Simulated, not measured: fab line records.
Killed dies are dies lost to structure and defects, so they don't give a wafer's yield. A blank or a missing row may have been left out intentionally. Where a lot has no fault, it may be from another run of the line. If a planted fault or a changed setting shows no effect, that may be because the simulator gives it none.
A lot that was struck, set against a sound lot :: flow n5-finfet :: 13 steps out of a route of 1938
Sound: these wafers, L538.1, L538.2, L538.3. Struck: wafer L558.1 (left out: L558.2, L558.3 of the same lot, which were not struck); the cause appears at the end.
For every step that has rows: the tool of each side, followed by ch and its chambers, followed by its first start. Under that, the readings that differ: sound wafers :: struck wafers :: difference of the means :: sigmas: that difference in standard deviations of wafers without a fault.
alike: readings with means less than 2 such deviations apart, plus words and numbers identical on both sides. not compared: withheld readings, readings lacking a value on some wafer, bounds such as >300 that could conceal the same value, and numbers that have no deviation in the record and whose values overlap.
Wherever a step has rows on one side only, a row that says differs or no value, or a row with sigmas, the two part there. When numbers do not overlap yet have no deviation, they are printed without sigmas and do not part them. A reading that every wafer of one side lacks parts them only if that side has two wafers or more.

N5_BEOL_M15_DESCUM_33: chemistry O2, time 7.9 s.
  sound on rie-diel-06 ch 0,1,3, day 11 19:10; struck on rie-diel-06 ch 3, day 16 09:00
  alike: chamber-pressure-mTorr, drypump-motor-current-A, oes-product-au, rf-fwd-power-W, rf-vpp-V, showerhead-plenum-p-Torr, throttle-valve-pct
  not compared: rf-hours-counter-h
N5_BEOL_M15_ETCH_61: etches BARC in N2/H2, target depth 89 nm, overetch 26.7 nm, time 67.9 s.
  sound on rie-diel-06 ch 0,1,3, day 11 19:11; struck on rie-diel-06 ch 3, day 16 09:02
  alike: chamber-pressure-mTorr, drypump-motor-current-A, oes-product-au, rf-fwd-power-W, rf-vpp-V, showerhead-plenum-p-Torr, throttle-valve-pct
  not compared: rf-hours-counter-h
then, 1 step without rows for these wafers: N5_BEOL_M15_TRENCH_ETCH_34 (etches SiO2 in C4F8/O2/Ar, target depth 872.93 nm, time 199 s).
N5_BEOL_M15_STRIP_36: strips in O2.
  sound on rie-diel-05 ch 0,1,3, day 11 20:47; struck on rie-diel-06 ch 3, day 16 10:50
reading: rf-hours-counter-h (h)
sound: 198 80 221
struck: 72
difference: -94
sigmas: 
  alike: chamber-pressure-mTorr, drypump-motor-current-A, oes-product-au, rf-vpp-V, showerhead-plenum-p-Torr, throttle-valve-pct
N5_BEOL_M15_STRIP_62: strips in O2.
  sound on rie-diel-05 ch 0,1,3; struck on rie-diel-06 ch 3
reading: rf-hours-counter-h (h)
sound: 198 80 221
struck: 72
difference: -94
sigmas: 
  alike: chamber-pressure-mTorr, drypump-motor-current-A, oes-product-au, rf-vpp-V, showerhead-plenum-p-Torr, throttle-valve-pct
then, 1 step without rows for these wafers: N5_BEOL_M15_STRIP_37 (strips in O2).
N5_BEOL_M15_ETCH_38: etches SiCN in CF4/N2, target depth 106.4 nm, time 120.5 s.
  sound on rie-diel-05 ch 0,1,3; struck on rie-diel-06 ch 3
reading: chamber-pressure-mTorr (mTorr)
sound: 40.05 40.05 40.01
struck: 39.96
difference: -0.08
sigmas: -2

reading: rf-hours-counter-h (h)
sound: 198 80 221
struck: 72
difference: -94
sigmas: 
  alike: drypump-motor-current-A, oes-product-au, rf-fwd-power-W, rf-vpp-V, showerhead-plenum-p-Torr, throttle-valve-pct
then, 4 steps without rows for these wafers: N5_BEOL_M15_PRECLEAN_39 (cleans in residue remover, time 60 s); N5_BEOL_M15_SRD_40 (time 30 s, dry time 30 s); N5_BEOL_M15_DEGAS_41 (time 60 s); N5_BEOL_M15_PRE_CLEAN_42 (time 30 s).
N5_BEOL_M15_SPUTTER_43: material TaN, target thk 15 nm, time 24.19 s.
  struck on pvd-sputter-03, day 16 11:32; sound on pvd-sputter-01, day 11 21:32
reading: throttle-valve-pct (%)
sound: 29.8 30.5 28.8
struck: 31.9
difference: +2.2
sigmas: +2

reading: model.TaN_of_BEOL_M15_SPUTTER_43.thk-nm (nm)
sound: 15 15 15.2
struck: 14.4
difference: -0.7
sigmas: 
then, 1 step without rows for these wafers: N5_BEOL_M15_SPUTTER_44 (material Ta, target thk 15 nm, time 24.19 s).

## WHERE THEY PART
Earliest at N5_BEOL_M15_ETCH_38; latest, in this record, at N5_BEOL_M15_SPUTTER_43.

WHY: whatever the simulator had introduced
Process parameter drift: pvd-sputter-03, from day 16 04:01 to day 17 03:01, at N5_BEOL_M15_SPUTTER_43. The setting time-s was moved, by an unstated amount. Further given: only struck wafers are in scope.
